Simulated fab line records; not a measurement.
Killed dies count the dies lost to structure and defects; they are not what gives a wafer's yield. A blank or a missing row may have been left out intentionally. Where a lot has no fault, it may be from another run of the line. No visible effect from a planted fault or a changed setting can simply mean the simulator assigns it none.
Matching of chambers	flow nand harc	3 sister chambers for NHARC_A_STAIRCASE_DEP_417 on pecvd-02
The step deposits Si3N4, target thk 60 nm. 20 wafers are shown with their chamber, then 10 later ones without.

EACH WAFER AND ITS CHAMBER
wafer	chamber	heater power w (W)
L074.1	2	649
L074.2	0	621
L074.5	2	662
L083.2	2	601
L083.4	0	601
L083.6	2	628
L082.3	0	591
L082.4	2	624
L082.5	0	576
L084.2	0	630
L084.4	0	638
L084.6	2	719
L085.4	2	724
L085.5	0	599
L085.6	1	678
L087.2	2	675
L087.5	2	668
L087.6	1	746
L088.1	2	659
L088.4	2	667

SIGNATURES, as means of the wafers listed above
reading	chamber 0	chamber 1	chamber 2	scatter within a chamber
heater power w	608.00	712.00	661.45	33.5
Rule: for each reading, subtract the chamber's mean from the wafer's reading, divide by that reading's scatter and square the result; add these up over the readings and take the root, which gives the wafer's distance from the chamber. The wafer belongs to the nearest chamber; if the next one is less than 2 further off, it can't be placed. The scatter is the square root of a quotient: the sum, over the shown wafers, of each reading's squared deviation from its chamber's mean, divided by wafers minus chambers.

WAFERS WITH NO CHAMBER GIVEN
wafer	heater power w (W)
L088.5	740
L089.1	732
L089.3	608
L089.6	615
L093.3	673
L093.4	717
L093.5	689
L097.3	643
L097.4	666
L097.6	603

CHAMBER TAKEN BY EACH
wafer	from the rows above	in truth
L088.5	can't be placed: 1 or 2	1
L089.1	can't be placed: 1 or 2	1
L089.3	can't be placed: 0 or 2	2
L089.6	can't be placed: 0 or 2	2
L093.3	can't be placed: 2 or 1 or 0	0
L093.4	can't be placed: 1 or 2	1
L093.5	can't be placed: 1 or 2 or 0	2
L097.3	can't be placed: 2 or 0 or 1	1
L097.4	can't be placed: 2 or 1 or 0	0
L097.6	can't be placed: 0 or 2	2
Correctly placed: 0 of 10. Cannot be placed on the basis of these rows: 10; the candidates contain the true chamber in 10. 0 placed wrongly.
